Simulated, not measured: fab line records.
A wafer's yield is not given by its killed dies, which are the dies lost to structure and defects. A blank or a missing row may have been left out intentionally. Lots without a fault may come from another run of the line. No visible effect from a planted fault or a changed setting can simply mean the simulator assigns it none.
Which tool is to blame? || flow n5 finfet || 72 wafers from 24 lots sampled at 6 of the route's 1938 steps

WHAT EACH GAUGE READ, for each wafer
N5_BEOL_M3_OVL_MEAS_12.
{"lot": "L074", "measured": "day 7 07:57", "on": "overlay-01", "M3_OVL (nm)": "-0.3 0.3 0.4"}
{"lot": "L076", "measured": "day 7 08:37", "on": "overlay-02", "M3_OVL (nm)": "-0.2 -1.1 0.6"}
{"lot": "L075", "measured": "day 7 12:20", "on": "overlay-02", "M3_OVL (nm)": "0.3 1.4 -0.4"}
{"lot": "L077", "measured": "day 7 17:59", "on": "overlay-02", "M3_OVL (nm)": "0.7 -0.4 -0.8"}
{"lot": "L078", "measured": "day 7 18:19", "on": "overlay-01", "M3_OVL (nm)": "-0.2 -0.3 -0.8"}
{"lot": "L079", "measured": "day 8 12:27", "on": "overlay-02", "M3_OVL (nm)": "-0.1 -0.8 -0.4"}
{"lot": "L080", "measured": "day 8 22:09", "on": "overlay-02", "M3_OVL (nm)": "-0.2 0.7 0.7"}
{"lot": "L081", "measured": "day 9 00:56", "on": "overlay-02", "M3_OVL (nm)": "-0.3 0.4 1.3"}
{"lot": "L082", "measured": "day 9 01:06", "on": "overlay-02", "M3_OVL (nm)": "-0.4 -0.2 -0.2"}
{"lot": "L083", "measured": "day 9 13:08", "on": "overlay-01", "M3_OVL (nm)": "-0.4 0.3 -0.1"}
{"lot": "L085", "measured": "day 9 15:02", "on": "overlay-01", "M3_OVL (nm)": "-0.3 -0.6 -1.1"}
{"lot": "L084", "measured": "day 9 17:55", "on": "overlay-02", "M3_OVL (nm)": "-0.1 -0.6 0.9"}
{"lot": "L087", "measured": "day 10 20:10", "on": "overlay-02", "M3_OVL (nm)": "-0.9 -0.5 -0.2"}
{"lot": "L086", "measured": "day 11 02:54", "on": "overlay-02", "M3_OVL (nm)": "-0.6 -0.7 -0.7"}
{"lot": "L089", "measured": "day 11 04:26", "on": "overlay-01", "M3_OVL (nm)": "-0.7 -0.1 0.2"}
{"lot": "L088", "measured": "day 11 11:16", "on": "overlay-02", "M3_OVL (nm)": "-0.3 0.3 -0.4"}
{"lot": "L090", "measured": "day 11 12:25", "on": "overlay-02", "M3_OVL (nm)": "0.2 0.2 0.2"}
{"lot": "L094", "measured": "day 12 16:50", "on": "overlay-01", "M3_OVL (nm)": "-1.2 -0.8 -0.6"}
{"lot": "L093", "measured": "day 12 17:59", "on": "overlay-01", "M3_OVL (nm)": "0.2 0.0 -0.5"}
{"lot": "L091", "measured": "day 12 17:37", "on": "overlay-02", "M3_OVL (nm)": "1.0 0.9 0.6"}
{"lot": "L095", "measured": "day 12 17:50", "on": "overlay-01", "M3_OVL (nm)": "0.6 0.8 0.4"}
{"lot": "L092", "measured": "day 12 18:52", "on": "overlay-02", "M3_OVL (nm)": "-0.1 0.0 -0.3"}
{"lot": "L096", "measured": "day 12 20:14", "on": "overlay-01", "M3_OVL (nm)": "-0.3 -2.0 -0.3"}
{"lot": "L097", "measured": "day 13 13:54", "on": "overlay-02", "M3_OVL (nm)": "-0.6 0.1 -0.7"}

TOOL THAT RAN EACH LOT (tool first, then ch and the chambers of the sampled wafers, then the start)
{"lot": "L074", "N5_BEOL_M2_SURFACE_TREAT_85": "pvd sputter-01, day 7 01:02", "N5_BEOL_M2_SPUTTER_88": "pvd sputter-01, day 7 02:08", "N5_BEOL_M2_SPUTTER_90": "pvd sputter-01, day 7 02:22", "N5_BEOL_M2_SPUTTER_94": "pvd sputter-01, day 7 02:48", "N5_BEOL_M3_PECVD_72": "pecvd-02 ch 0,1,2, day 7 04:32"}
{"lot": "L076", "N5_BEOL_M2_SURFACE_TREAT_85": "pvd sputter-03, day 7 04:14", "N5_BEOL_M2_SPUTTER_88": "pvd sputter-01, day 7 05:22", "N5_BEOL_M2_SPUTTER_90": "pvd sputter-01, day 7 05:35", "N5_BEOL_M2_SPUTTER_94": "pvd sputter-01, day 7 06:01", "N5_BEOL_M3_PECVD_72": "pecvd-01 ch 0,2, day 7 07:28"}
{"lot": "L075", "N5_BEOL_M2_SURFACE_TREAT_85": "pvd sputter-03, day 7 04:58", "N5_BEOL_M2_SPUTTER_88": "pvd sputter-02, day 7 07:10", "N5_BEOL_M2_SPUTTER_90": "pvd sputter-02, day 7 07:23", "N5_BEOL_M2_SPUTTER_94": "pvd sputter-02, day 7 07:50", "N5_BEOL_M3_PECVD_72": "pecvd-04 ch 0,2, day 7 09:17"}
{"lot": "L077", "N5_BEOL_M2_SURFACE_TREAT_85": "pvd sputter-01, day 7 12:55", "N5_BEOL_M2_SPUTTER_88": "pvd sputter-02, day 7 14:11", "N5_BEOL_M2_SPUTTER_90": "pvd sputter-02, day 7 14:24", "N5_BEOL_M2_SPUTTER_94": "pvd sputter-02, day 7 14:50", "N5_BEOL_M3_PECVD_72": "pecvd-02 ch 0,1,2, day 7 16:18"}
{"lot": "L078", "N5_BEOL_M2_SURFACE_TREAT_85": "pvd sputter-03, day 7 13:18", "N5_BEOL_M2_SPUTTER_88": "pvd sputter-03, day 7 14:29", "N5_BEOL_M2_SPUTTER_90": "pvd sputter-03, day 7 14:42", "N5_BEOL_M2_SPUTTER_94": "pvd sputter-03, day 7 15:35", "N5_BEOL_M3_PECVD_72": "pecvd-01 ch 0,1,2, day 7 17:19"}
{"lot": "L079", "N5_BEOL_M2_SURFACE_TREAT_85": "pvd sputter-02, day 8 07:59", "N5_BEOL_M2_SPUTTER_88": "pvd sputter-01, day 8 09:12", "N5_BEOL_M2_SPUTTER_90": "pvd sputter-01, day 8 09:25", "N5_BEOL_M2_SPUTTER_94": "pvd sputter-01, day 8 09:52", "N5_BEOL_M3_PECVD_72": "pecvd-01 ch 0,1, day 8 11:17"}
{"lot": "L080", "N5_BEOL_M2_SURFACE_TREAT_85": "pvd sputter-01, day 8 17:28", "N5_BEOL_M2_SPUTTER_88": "pvd sputter-01, day 8 18:38", "N5_BEOL_M2_SPUTTER_90": "pvd sputter-01, day 8 18:52", "N5_BEOL_M2_SPUTTER_94": "pvd sputter-01, day 8 19:18", "N5_BEOL_M3_PECVD_72": "pecvd-01 ch 0,2, day 8 20:46"}
{"lot": "L081", "N5_BEOL_M2_SURFACE_TREAT_85": "pvd sputter-03, day 8 18:49", "N5_BEOL_M2_SPUTTER_88": "pvd sputter-02, day 8 20:04", "N5_BEOL_M2_SPUTTER_90": "pvd sputter-02, day 8 20:17", "N5_BEOL_M2_SPUTTER_94": "pvd sputter-02, day 8 20:44", "N5_BEOL_M3_PECVD_72": "pecvd-04 ch 0,2, day 8 22:10"}
{"lot": "L082", "N5_BEOL_M2_SURFACE_TREAT_85": "pvd sputter-02, day 8 19:09", "N5_BEOL_M2_SPUTTER_88": "pvd sputter-01, day 8 20:29", "N5_BEOL_M2_SPUTTER_90": "pvd sputter-01, day 8 20:42", "N5_BEOL_M2_SPUTTER_94": "pvd sputter-01, day 8 21:08", "N5_BEOL_M3_PECVD_72": "pecvd-04 ch 1,2, day 8 22:35"}
{"lot": "L083", "N5_BEOL_M2_SURFACE_TREAT_85": "pvd sputter-01, day 9 09:10", "N5_BEOL_M2_SPUTTER_88": "pvd sputter-01, day 9 10:17", "N5_BEOL_M2_SPUTTER_90": "pvd sputter-01, day 9 10:30", "N5_BEOL_M2_SPUTTER_94": "pvd sputter-01, day 9 10:56", "N5_BEOL_M3_PECVD_72": "pecvd-02 ch 0,1,2, day 9 12:31"}
{"lot": "L085", "N5_BEOL_M2_SURFACE_TREAT_85": "pvd sputter-02, day 9 10:56", "N5_BEOL_M2_SPUTTER_88": "pvd sputter-01, day 9 12:07", "N5_BEOL_M2_SPUTTER_90": "pvd sputter-01, day 9 12:20", "N5_BEOL_M2_SPUTTER_94": "pvd sputter-01, day 9 12:47", "N5_BEOL_M3_PECVD_72": "pecvd-02 ch 1,2, day 9 14:13"}
{"lot": "L084", "N5_BEOL_M2_SURFACE_TREAT_85": "pvd sputter-02, day 9 12:29", "N5_BEOL_M2_SPUTTER_88": "pvd sputter-02, day 9 13:36", "N5_BEOL_M2_SPUTTER_90": "pvd sputter-02, day 9 13:49", "N5_BEOL_M2_SPUTTER_94": "pvd sputter-02, day 9 14:16", "N5_BEOL_M3_PECVD_72": "pecvd-01 ch 1,2, day 9 15:42"}
{"lot": "L087", "N5_BEOL_M2_SURFACE_TREAT_85": "pvd sputter-02, day 10 16:01", "N5_BEOL_M2_SPUTTER_88": "pvd sputter-03, day 10 17:07", "N5_BEOL_M2_SPUTTER_90": "pvd sputter-03, day 10 17:20", "N5_BEOL_M2_SPUTTER_94": "pvd sputter-03, day 10 17:46", "N5_BEOL_M3_PECVD_72": "pecvd-01 ch 0,2, day 10 19:33"}
{"lot": "L086", "N5_BEOL_M2_SURFACE_TREAT_85": "pvd sputter-03, day 10 21:26", "N5_BEOL_M2_SPUTTER_88": "pvd sputter-03, day 10 22:34", "N5_BEOL_M2_SPUTTER_90": "pvd sputter-03, day 10 22:47", "N5_BEOL_M2_SPUTTER_94": "pvd sputter-03, day 10 23:13", "N5_BEOL_M3_PECVD_72": "pecvd-04 ch 1,2, day 11 00:51"}
{"lot": "L089", "N5_BEOL_M2_SURFACE_TREAT_85": "pvd sputter-02, day 10 23:55", "N5_BEOL_M2_SPUTTER_88": "pvd sputter-02, day 11 01:02", "N5_BEOL_M2_SPUTTER_90": "pvd sputter-02, day 11 01:16", "N5_BEOL_M2_SPUTTER_94": "pvd sputter-02, day 11 01:42", "N5_BEOL_M3_PECVD_72": "pecvd-02 ch 0,1,2, day 11 03:08"}
{"lot": "L088", "N5_BEOL_M2_SURFACE_TREAT_85": "pvd sputter-01, day 11 05:16", "N5_BEOL_M2_SPUTTER_88": "pvd sputter-01, day 11 06:27", "N5_BEOL_M2_SPUTTER_90": "pvd sputter-01, day 11 06:40", "N5_BEOL_M2_SPUTTER_94": "pvd sputter-01, day 11 07:07", "N5_BEOL_M3_PECVD_72": "pecvd-02 ch 0,1, day 11 09:01"}
{"lot": "L090", "N5_BEOL_M2_SURFACE_TREAT_85": "pvd sputter-01, day 11 08:32", "N5_BEOL_M2_SPUTTER_88": "pvd sputter-02, day 11 09:44", "N5_BEOL_M2_SPUTTER_90": "pvd sputter-02, day 11 09:57", "N5_BEOL_M2_SPUTTER_94": "pvd sputter-02, day 11 10:23", "N5_BEOL_M3_PECVD_72": "pecvd-04 ch 0,1,2, day 11 11:54"}
{"lot": "L094", "N5_BEOL_M2_SURFACE_TREAT_85": "pvd sputter-02, day 12 08:07", "N5_BEOL_M2_SPUTTER_88": "pvd sputter-02, day 12 09:31", "N5_BEOL_M2_SPUTTER_90": "pvd sputter-02, day 12 09:44", "N5_BEOL_M2_SPUTTER_94": "pvd sputter-02, day 12 10:11", "N5_BEOL_M3_PECVD_72": "pecvd-01 ch 1,2, day 12 11:37"}
{"lot": "L093", "N5_BEOL_M2_SURFACE_TREAT_85": "pvd sputter-01, day 12 10:14", "N5_BEOL_M2_SPUTTER_88": "pvd sputter-02, day 12 13:49", "N5_BEOL_M2_SPUTTER_90": "pvd sputter-02, day 12 14:02", "N5_BEOL_M2_SPUTTER_94": "pvd sputter-02, day 12 14:28", "N5_BEOL_M3_PECVD_72": "pecvd-01 ch 1,2, day 12 15:54"}
{"lot": "L091", "N5_BEOL_M2_SURFACE_TREAT_85": "pvd sputter-03, day 12 10:22", "N5_BEOL_M2_SPUTTER_88": "pvd sputter-03, day 12 11:29", "N5_BEOL_M2_SPUTTER_90": "pvd sputter-03, day 12 11:42", "N5_BEOL_M2_SPUTTER_94": "pvd sputter-03, day 12 12:08", "N5_BEOL_M3_PECVD_72": "pecvd-01 ch 0,2, day 12 13:35"}
{"lot": "L095", "N5_BEOL_M2_SURFACE_TREAT_85": "pvd sputter-03, day 12 10:24", "N5_BEOL_M2_SPUTTER_88": "pvd sputter-03, day 12 13:22", "N5_BEOL_M2_SPUTTER_90": "pvd sputter-03, day 12 13:35", "N5_BEOL_M2_SPUTTER_94": "pvd sputter-03, day 12 14:01", "N5_BEOL_M3_PECVD_72": "pecvd-01 ch 0,1,2, day 12 15:28"}
{"lot": "L092", "N5_BEOL_M2_SURFACE_TREAT_85": "pvd sputter-03, day 12 12:26", "N5_BEOL_M2_SPUTTER_88": "pvd sputter-03, day 12 15:14", "N5_BEOL_M2_SPUTTER_90": "pvd sputter-03, day 12 15:28", "N5_BEOL_M2_SPUTTER_94": "pvd sputter-03, day 12 15:54", "N5_BEOL_M3_PECVD_72": "pecvd-04 ch 0,1,2, day 12 17:22"}
{"lot": "L096", "N5_BEOL_M2_SURFACE_TREAT_85": "pvd sputter-03, day 12 14:19", "N5_BEOL_M2_SPUTTER_88": "pvd sputter-02, day 12 16:20", "N5_BEOL_M2_SPUTTER_90": "pvd sputter-02, day 12 16:33", "N5_BEOL_M2_SPUTTER_94": "pvd sputter-02, day 12 16:59", "N5_BEOL_M3_PECVD_72": "pecvd-01 ch 0,1, day 12 19:04"}
{"lot": "L097", "N5_BEOL_M2_SURFACE_TREAT_85": "pvd sputter-03, day 13 10:04", "N5_BEOL_M2_SPUTTER_88": "pvd sputter-03, day 13 11:10", "N5_BEOL_M2_SPUTTER_90": "pvd sputter-03, day 13 11:23", "N5_BEOL_M2_SPUTTER_94": "pvd sputter-03, day 13 11:49", "N5_BEOL_M3_PECVD_72": "pecvd-02 ch 0,1,2, day 13 13:15"}
- N5_BEOL_M2_SURFACE_TREAT_85
- N5_BEOL_M2_SPUTTER_88: material Cu, target thk 4.5 nm, time 8.29 s.
- N5_BEOL_M2_SPUTTER_90: material Cu, target thk 4.5 nm, time 8.29 s.
- N5_BEOL_M2_SPUTTER_94: material Cu, target thk 4.5 nm, time 8.29 s.
- N5_BEOL_M3_PECVD_72: deposits SiO2 from TEOS/O2, target thk 16 nm, time 18 s.

WHAT THE TOOLS THEMSELVES READ (means of the sampled wafers that have a number; where no wafer has one, the mark that the record gives instead)
N5_BEOL_M2_SPUTTER_88.
{"lot": "L074", "tool": "pvd sputter-01", "chuck gas flow sccm (sccm)": 1.28, "substrate temp c (C)": -20.08, "throttle valve pct (%)": 30.3}
{"lot": "L076", "tool": "pvd sputter-01", "chuck gas flow sccm (sccm)": 1.27, "substrate temp c (C)": -20.01, "throttle valve pct (%)": 30.8}
{"lot": "L075", "tool": "pvd sputter-02", "chuck gas flow sccm (sccm)": 1.22, "substrate temp c (C)": -20.11, "throttle valve pct (%)": 29.2}
{"lot": "L077", "tool": "pvd sputter-02", "chuck gas flow sccm (sccm)": 1.24, "substrate temp c (C)": -19.87, "throttle valve pct (%)": 28.9}
{"lot": "L078", "tool": "pvd sputter-03", "chuck gas flow sccm (sccm)": 1.30, "substrate temp c (C)": -20.07, "throttle valve pct (%)": 30.5}
{"lot": "L079", "tool": "pvd sputter-01", "chuck gas flow sccm (sccm)": 1.26, "substrate temp c (C)": -20.01, "throttle valve pct (%)": 31.1}
{"lot": "L080", "tool": "pvd sputter-01", "chuck gas flow sccm (sccm)": 1.29, "substrate temp c (C)": -20.02, "throttle valve pct (%)": 30.8}
{"lot": "L081", "tool": "pvd sputter-02", "chuck gas flow sccm (sccm)": 1.22, "substrate temp c (C)": -19.98, "throttle valve pct (%)": 29.0}
{"lot": "L082", "tool": "pvd sputter-01", "chuck gas flow sccm (sccm)": 1.25, "substrate temp c (C)": -20.07, "throttle valve pct (%)": 31.2}
{"lot": "L083", "tool": "pvd sputter-01", "chuck gas flow sccm (sccm)": 1.28, "substrate temp c (C)": -20.00, "throttle valve pct (%)": 31.1}
{"lot": "L085", "tool": "pvd sputter-01", "chuck gas flow sccm (sccm)": 1.26, "substrate temp c (C)": -20.08, "throttle valve pct (%)": 30.8}
{"lot": "L084", "tool": "pvd sputter-02", "chuck gas flow sccm (sccm)": 1.21, "substrate temp c (C)": -20.05, "throttle valve pct (%)": 29.2}
{"lot": "L087", "tool": "pvd sputter-03", "chuck gas flow sccm (sccm)": 1.26, "substrate temp c (C)": -19.99, "throttle valve pct (%)": 30.8}
{"lot": "L086", "tool": "pvd sputter-03", "chuck gas flow sccm (sccm)": 1.29, "substrate temp c (C)": -20.03, "throttle valve pct (%)": 30.9}
{"lot": "L089", "tool": "pvd sputter-02", "chuck gas flow sccm (sccm)": 1.19, "substrate temp c (C)": -20.06, "throttle valve pct (%)": 29.1}
{"lot": "L088", "tool": "pvd sputter-01", "chuck gas flow sccm (sccm)": 1.27, "substrate temp c (C)": -19.94, "throttle valve pct (%)": 30.7}
{"lot": "L090", "tool": "pvd sputter-02", "chuck gas flow sccm (sccm)": 1.23, "substrate temp c (C)": -20.08, "throttle valve pct (%)": 29.0}
{"lot": "L094", "tool": "pvd sputter-02", "chuck gas flow sccm (sccm)": 1.29, "substrate temp c (C)": -19.97, "throttle valve pct (%)": 28.8}
{"lot": "L093", "tool": "pvd sputter-02", "chuck gas flow sccm (sccm)": 1.24, "substrate temp c (C)": -19.96, "throttle valve pct (%)": 29.1}
{"lot": "L091", "tool": "pvd sputter-03", "chuck gas flow sccm (sccm)": 1.23, "substrate temp c (C)": -20.03, "throttle valve pct (%)": 30.5}
{"lot": "L095", "tool": "pvd sputter-03", "chuck gas flow sccm (sccm)": 1.28, "substrate temp c (C)": -20.05, "throttle valve pct (%)": 31.4}
{"lot": "L092", "tool": "pvd sputter-03", "chuck gas flow sccm (sccm)": 1.24, "substrate temp c (C)": -19.87, "throttle valve pct (%)": 30.7}
{"lot": "L096", "tool": "pvd sputter-02", "chuck gas flow sccm (sccm)": 1.26, "substrate temp c (C)": -19.96, "throttle valve pct (%)": 29.3}
{"lot": "L097", "tool": "pvd sputter-03", "chuck gas flow sccm (sccm)": 1.26, "substrate temp c (C)": -19.98, "throttle valve pct (%)": 30.8}

N5_BEOL_M2_SPUTTER_90.
{"lot": "L074", "tool": "pvd sputter-01", "chuck gas flow sccm (sccm)": 1.24, "substrate temp c (C)": -20.08, "throttle valve pct (%)": 30.2}
{"lot": "L076", "tool": "pvd sputter-01", "chuck gas flow sccm (sccm)": 1.25, "substrate temp c (C)": -19.83, "throttle valve pct (%)": 30.7}
{"lot": "L075", "tool": "pvd sputter-02", "chuck gas flow sccm (sccm)": 1.22, "substrate temp c (C)": -19.98, "throttle valve pct (%)": 29.1}
{"lot": "L077", "tool": "pvd sputter-02", "chuck gas flow sccm (sccm)": 1.29, "substrate temp c (C)": -20.02, "throttle valve pct (%)": 29.0}
{"lot": "L078", "tool": "pvd sputter-03", "chuck gas flow sccm (sccm)": 1.29, "substrate temp c (C)": -20.03, "throttle valve pct (%)": 30.6}
{"lot": "L079", "tool": "pvd sputter-01", "chuck gas flow sccm (sccm)": 1.22, "substrate temp c (C)": -19.92, "throttle valve pct (%)": 31.2}
{"lot": "L080", "tool": "pvd sputter-01", "chuck gas flow sccm (sccm)": 1.25, "substrate temp c (C)": -20.05, "throttle valve pct (%)": 30.9}
{"lot": "L081", "tool": "pvd sputter-02", "chuck gas flow sccm (sccm)": 1.19, "substrate temp c (C)": -20.07, "throttle valve pct (%)": 29.2}
{"lot": "L082", "tool": "pvd sputter-01", "chuck gas flow sccm (sccm)": 1.27, "substrate temp c (C)": -20.01, "throttle valve pct (%)": 31.2}
{"lot": "L083", "tool": "pvd sputter-01", "chuck gas flow sccm (sccm)": 1.31, "substrate temp c (C)": -19.97, "throttle valve pct (%)": 31.2}
{"lot": "L085", "tool": "pvd sputter-01", "chuck gas flow sccm (sccm)": 1.27, "substrate temp c (C)": -20.11, "throttle valve pct (%)": 30.7}
{"lot": "L084", "tool": "pvd sputter-02", "chuck gas flow sccm (sccm)": 1.26, "substrate temp c (C)": -19.92, "throttle valve pct (%)": 29.5}
{"lot": "L087", "tool": "pvd sputter-03", "chuck gas flow sccm (sccm)": 1.22, "substrate temp c (C)": -19.99, "throttle valve pct (%)": 30.9}
{"lot": "L086", "tool": "pvd sputter-03", "chuck gas flow sccm (sccm)": 1.27, "substrate temp c (C)": -20.12, "throttle valve pct (%)": 31.0}
{"lot": "L089", "tool": "pvd sputter-02", "chuck gas flow sccm (sccm)": 1.27, "substrate temp c (C)": -19.95, "throttle valve pct (%)": 28.9}
{"lot": "L088", "tool": "pvd sputter-01", "chuck gas flow sccm (sccm)": 1.24, "substrate temp c (C)": -19.97, "throttle valve pct (%)": 30.7}
{"lot": "L090", "tool": "pvd sputter-02", "chuck gas flow sccm (sccm)": 1.27, "substrate temp c (C)": -20.02, "throttle valve pct (%)": 29.2}
{"lot": "L094", "tool": "pvd sputter-02", "chuck gas flow sccm (sccm)": 1.24, "substrate temp c (C)": -19.91, "throttle valve pct (%)": 29.1}
{"lot": "L093", "tool": "pvd sputter-02", "chuck gas flow sccm (sccm)": 1.26, "substrate temp c (C)": -19.91, "throttle valve pct (%)": 29.1}
{"lot": "L091", "tool": "pvd sputter-03", "chuck gas flow sccm (sccm)": 1.22, "substrate temp c (C)": -19.95, "throttle valve pct (%)": 30.5}
{"lot": "L095", "tool": "pvd sputter-03", "chuck gas flow sccm (sccm)": 1.28, "substrate temp c (C)": -19.97, "throttle valve pct (%)": 31.5}
{"lot": "L092", "tool": "pvd sputter-03", "chuck gas flow sccm (sccm)": 1.26, "substrate temp c (C)": -19.95, "throttle valve pct (%)": 30.5}
{"lot": "L096", "tool": "pvd sputter-02", "chuck gas flow sccm (sccm)": 1.21, "substrate temp c (C)": -20.08, "throttle valve pct (%)": 29.6}
{"lot": "L097", "tool": "pvd sputter-03", "chuck gas flow sccm (sccm)": 1.25, "substrate temp c (C)": -19.92, "throttle valve pct (%)": 30.9}

N5_BEOL_M2_SPUTTER_94.
{"lot": "L074", "tool": "pvd sputter-01", "chuck gas flow sccm (sccm)": 1.31, "substrate temp c (C)": -20.12, "throttle valve pct (%)": 30.4}
{"lot": "L076", "tool": "pvd sputter-01", "chuck gas flow sccm (sccm)": 1.25, "substrate temp c (C)": -20.12, "throttle valve pct (%)": 30.9}
{"lot": "L075", "tool": "pvd sputter-02", "chuck gas flow sccm (sccm)": 1.22, "substrate temp c (C)": -20.03, "throttle valve pct (%)": 29.2}
{"lot": "L077", "tool": "pvd sputter-02", "chuck gas flow sccm (sccm)": 1.25, "substrate temp c (C)": -19.97, "throttle valve pct (%)": 28.8}
{"lot": "L078", "tool": "pvd sputter-03", "chuck gas flow sccm (sccm)": 1.26, "substrate temp c (C)": -19.92, "throttle valve pct (%)": 30.5}
{"lot": "L079", "tool": "pvd sputter-01", "chuck gas flow sccm (sccm)": 1.24, "substrate temp c (C)": -19.96, "throttle valve pct (%)": 31.3}
{"lot": "L080", "tool": "pvd sputter-01", "chuck gas flow sccm (sccm)": 1.27, "substrate temp c (C)": -20.08, "throttle valve pct (%)": 30.8}
{"lot": "L081", "tool": "pvd sputter-02", "chuck gas flow sccm (sccm)": 1.30, "substrate temp c (C)": -20.03, "throttle valve pct (%)": 29.1}
{"lot": "L082", "tool": "pvd sputter-01", "chuck gas flow sccm (sccm)": 1.25, "substrate temp c (C)": -20.03, "throttle valve pct (%)": 31.3}
{"lot": "L083", "tool": "pvd sputter-01", "chuck gas flow sccm (sccm)": 1.22, "substrate temp c (C)": -19.93, "throttle valve pct (%)": 31.3}
{"lot": "L085", "tool": "pvd sputter-01", "chuck gas flow sccm (sccm)": 1.24, "substrate temp c (C)": -20.02, "throttle valve pct (%)": 30.9}
{"lot": "L084", "tool": "pvd sputter-02", "chuck gas flow sccm (sccm)": 1.26, "substrate temp c (C)": -20.07, "throttle valve pct (%)": 29.3}
{"lot": "L087", "tool": "pvd sputter-03", "chuck gas flow sccm (sccm)": 1.26, "substrate temp c (C)": -19.95, "throttle valve pct (%)": 30.8}
{"lot": "L086", "tool": "pvd sputter-03", "chuck gas flow sccm (sccm)": 1.24, "substrate temp c (C)": -20.00, "throttle valve pct (%)": 31.0}
{"lot": "L089", "tool": "pvd sputter-02", "chuck gas flow sccm (sccm)": 1.28, "substrate temp c (C)": -19.93, "throttle valve pct (%)": 28.9}
{"lot": "L088", "tool": "pvd sputter-01", "chuck gas flow sccm (sccm)": 1.24, "substrate temp c (C)": -20.03, "throttle valve pct (%)": 30.8}
{"lot": "L090", "tool": "pvd sputter-02", "chuck gas flow sccm (sccm)": 1.31, "substrate temp c (C)": -20.02, "throttle valve pct (%)": 29.1}
{"lot": "L094", "tool": "pvd sputter-02", "chuck gas flow sccm (sccm)": 1.26, "substrate temp c (C)": -20.09, "throttle valve pct (%)": 29.0}
{"lot": "L093", "tool": "pvd sputter-02", "chuck gas flow sccm (sccm)": 1.24, "substrate temp c (C)": -19.98, "throttle valve pct (%)": 29.0}
{"lot": "L091", "tool": "pvd sputter-03", "chuck gas flow sccm (sccm)": 1.24, "substrate temp c (C)": -19.85, "throttle valve pct (%)": 30.6}
{"lot": "L095", "tool": "pvd sputter-03", "chuck gas flow sccm (sccm)": 1.30, "substrate temp c (C)": -19.98, "throttle valve pct (%)": 31.4}
{"lot": "L092", "tool": "pvd sputter-03", "chuck gas flow sccm (sccm)": 1.27, "substrate temp c (C)": -20.05, "throttle valve pct (%)": 30.6}
{"lot": "L096", "tool": "pvd sputter-02", "chuck gas flow sccm (sccm)": 1.28, "substrate temp c (C)": -20.08, "throttle valve pct (%)": 29.3}
{"lot": "L097", "tool": "pvd sputter-03", "chuck gas flow sccm (sccm)": 1.29, "substrate temp c (C)": -20.05, "throttle valve pct (%)": 30.8}

N5_BEOL_M3_PECVD_72.
{"lot": "L074", "tool": "pecvd-02", "heater power w (W)": 712, "showerhead plenum p Torr (Torr)": 8.80, "throttle valve pct (%)": 22.4}
{"lot": "L076", "tool": "pecvd-01", "heater power w (W)": 723, "showerhead plenum p Torr (Torr)": 8.76, "throttle valve pct (%)": 22.5}
{"lot": "L075", "tool": "pecvd-04", "heater power w (W)": 831, "showerhead plenum p Torr (Torr)": 8.71, "throttle valve pct (%)": 23.8}
{"lot": "L077", "tool": "pecvd-02", "heater power w (W)": 693, "showerhead plenum p Torr (Torr)": 8.81, "throttle valve pct (%)": 22.5}
{"lot": "L078", "tool": "pecvd-01", "heater power w (W)": 717, "showerhead plenum p Torr (Torr)": 8.79, "throttle valve pct (%)": 22.4}
{"lot": "L079", "tool": "pecvd-01", "heater power w (W)": 784, "showerhead plenum p Torr (Torr)": 8.79, "throttle valve pct (%)": 22.5}
{"lot": "L080", "tool": "pecvd-01", "heater power w (W)": 684, "showerhead plenum p Torr (Torr)": 8.79, "throttle valve pct (%)": 22.3}
{"lot": "L081", "tool": "pecvd-04", "heater power w (W)": 810, "showerhead plenum p Torr (Torr)": 8.78, "throttle valve pct (%)": 22.8}
{"lot": "L082", "tool": "pecvd-04", "heater power w (W)": 806, "showerhead plenum p Torr (Torr)": 8.86, "throttle valve pct (%)": 23.0}
{"lot": "L083", "tool": "pecvd-02", "heater power w (W)": 666, "showerhead plenum p Torr (Torr)": 8.80, "throttle valve pct (%)": 22.5}
{"lot": "L085", "tool": "pecvd-02", "heater power w (W)": 738, "showerhead plenum p Torr (Torr)": 8.81, "throttle valve pct (%)": 22.1}
{"lot": "L084", "tool": "pecvd-01", "heater power w (W)": 706, "showerhead plenum p Torr (Torr)": 8.84, "throttle valve pct (%)": 22.2}
{"lot": "L087", "tool": "pecvd-01", "heater power w (W)": 760, "showerhead plenum p Torr (Torr)": 8.75, "throttle valve pct (%)": 22.7}
{"lot": "L086", "tool": "pecvd-04", "heater power w (W)": 799, "showerhead plenum p Torr (Torr)": 8.83, "throttle valve pct (%)": 22.3}
{"lot": "L089", "tool": "pecvd-02", "heater power w (W)": 660, "showerhead plenum p Torr (Torr)": 8.82, "throttle valve pct (%)": 22.4}
{"lot": "L088", "tool": "pecvd-02", "heater power w (W)": 619, "showerhead plenum p Torr (Torr)": 8.81, "throttle valve pct (%)": 23.4}
{"lot": "L090", "tool": "pecvd-04", "heater power w (W)": 846, "showerhead plenum p Torr (Torr)": 8.78, "throttle valve pct (%)": 23.5}
{"lot": "L094", "tool": "pecvd-01", "heater power w (W)": 774, "showerhead plenum p Torr (Torr)": 8.83, "throttle valve pct (%)": 22.4}
{"lot": "L093", "tool": "pecvd-01", "heater power w (W)": 692, "showerhead plenum p Torr (Torr)": 8.84, "throttle valve pct (%)": 22.3}
{"lot": "L091", "tool": "pecvd-01", "heater power w (W)": 790, "showerhead plenum p Torr (Torr)": 8.74, "throttle valve pct (%)": 22.7}
{"lot": "L095", "tool": "pecvd-01", "heater power w (W)": 745, "showerhead plenum p Torr (Torr)": 8.80, "throttle valve pct (%)": 22.6}
{"lot": "L092", "tool": "pecvd-04", "heater power w (W)": 770, "showerhead plenum p Torr (Torr)": 8.78, "throttle valve pct (%)": 23.4}
{"lot": "L096", "tool": "pecvd-01", "heater power w (W)": 776, "showerhead plenum p Torr (Torr)": 8.75, "throttle valve pct (%)": 22.7}
{"lot": "L097", "tool": "pecvd-02", "heater power w (W)": 673, "showerhead plenum p Torr (Torr)": 8.80, "throttle valve pct (%)": 22.6}

THE ANSWER, worked out from the rows above alone
Rule: what is usual is taken from the lots themselves. Put in order of their means at a reading, lots are off if they are a third of the lots or fewer, leave a main group of 4 or more, and stand apart from it by a gap of 3 or more times the standard deviation of the main group's means; of several such gaps the widest counts. The tables above print the reading to a certain number of digits; a main group whose means all agree to those digits is not used. Also off: a lot with no number at a reading for which 4 or more lots have one. Any other lot the step has rows for is counted as sound. First the gauges in route order, then the tools' own readings, where a lot's mean is used as printed above. At the first step where some lot is off, the reading lying furthest off is the one used; lots without a number count as furthest.
Nothing can be told from this: no lot is off at any reading shown.

WHAT WAS PUT IN BY THE SIMULATOR
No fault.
